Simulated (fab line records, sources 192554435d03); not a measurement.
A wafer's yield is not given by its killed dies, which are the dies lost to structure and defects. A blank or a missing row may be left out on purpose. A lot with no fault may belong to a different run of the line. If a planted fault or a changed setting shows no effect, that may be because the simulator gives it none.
Matching of chambers    flow n5Finfet    4 sister chambers for N5_BEOL_M7_ETCH_72 on rieDiel-05
The step etches underlayer in N2/H2, target depth 6.5 nm, time 5.2 s. 4 wafers are shown with their chamber, then 7 later ones without.

== WAFERS PAIRED WITH THEIR CHAMBERS ==
wafer   chamber  drypumpMotorCurrentA (A)
L085.5  3        5.78
L088.1  1        5.15
L091.1  2        5.67
L091.3  0        5.82

== WAFERS WITH NO CHAMBER GIVEN ==
wafer   drypumpMotorCurrentA (A)
L091.6  5.67
L090.1  5.17
L090.2  5.76
L090.4  5.77
L095.1  5.82
L095.5  5.75
L095.6  5.66

== THE CHAMBER EACH PASSED THROUGH ==
wafer   from the rows above  in truth
L091.6  2                    2
L090.1  1                    1
L090.2  3                    3
L090.4  3                    3
L095.1  0                    0
L095.5  3                    3
L095.6  2                    2
Placed correctly: 7 of 7. Number that these rows cannot place: 0. Placed wrongly: 0.
How it was worked out, from the rows above alone: a wafer's distance from a chamber is the root of the sum, over the readings, of the square of ((its reading less the chamber's mean) divided by the reading's scatter). If the next closest chamber is less than 2 further off than the closest, the wafer can't be placed; otherwise it belongs to the closest. For every chamber, the mean is computed from those of its wafers that are shown. The scatter (one wafer shown for each chamber): square how far every hidden wafer sits from the nearest shown wafer, average those squares and take the square root.
